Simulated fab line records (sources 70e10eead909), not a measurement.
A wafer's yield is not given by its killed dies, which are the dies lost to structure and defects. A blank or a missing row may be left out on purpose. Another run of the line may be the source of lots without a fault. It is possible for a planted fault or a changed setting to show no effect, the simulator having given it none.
Matching of chambers || flow nand-harc || NHARC_A_STAIRCASE_TRIM_196 on rie-diel-07 has 4 sister chambers
The step chemistry O2, time 211.2 s. 4 wafers are shown with their chamber, then 7 later ones without.

## WAFERS, EACH WITH ITS CHAMBER
{"wafer": "L331.1", "chamber": 3, "drypump-motor-current-A (A)": 5.8}
{"wafer": "L331.5", "chamber": 2, "drypump-motor-current-A (A)": 6.3}
{"wafer": "L334.2", "chamber": 1, "drypump-motor-current-A (A)": 5.8}
{"wafer": "L334.5", "chamber": 0, "drypump-motor-current-A (A)": 5.3}

## WAFERS WITHOUT THEIR CHAMBER
{"wafer": "L334.6", "drypump-motor-current-A (A)": 5.8}
{"wafer": "L340.1", "drypump-motor-current-A (A)": 6.3}
{"wafer": "L340.3", "drypump-motor-current-A (A)": 5.3}
{"wafer": "L340.6", "drypump-motor-current-A (A)": 5.3}
{"wafer": "L341.1", "drypump-motor-current-A (A)": 5.8}
{"wafer": "L341.4", "drypump-motor-current-A (A)": 5.7}
{"wafer": "L341.5", "drypump-motor-current-A (A)": 5.9}

## CHAMBER TAKEN BY EACH
{"wafer": "L334.6", "from the rows above": "can't be placed: 1 or 3", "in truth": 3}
{"wafer": "L340.1", "from the rows above": 2, "in truth": 2}
{"wafer": "L340.3", "from the rows above": 0, "in truth": 0}
{"wafer": "L340.6", "from the rows above": 0, "in truth": 0}
{"wafer": "L341.1", "from the rows above": "can't be placed: 1 or 3", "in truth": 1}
{"wafer": "L341.4", "from the rows above": "can't be placed: 1 or 3", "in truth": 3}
{"wafer": "L341.5", "from the rows above": "can't be placed: 1 or 3", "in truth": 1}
Placed correctly: 3 of 7. Cannot be placed on the basis of these rows: 4; the candidates contain the true chamber in 4. Wrongly placed: 0.
How it was worked out, from the rows above alone: a wafer's distance from a chamber is the root of the sum, over the readings, of the square of ((its reading less the chamber's mean) divided by the reading's scatter). The wafer belongs to the nearest chamber; if the next one is less than 2 further off, it can't be placed. For every chamber, the mean is computed from those of its wafers that are shown. The scatter (one wafer shown for each chamber): square how far every hidden wafer sits from the nearest shown wafer, average those squares and take the square root.
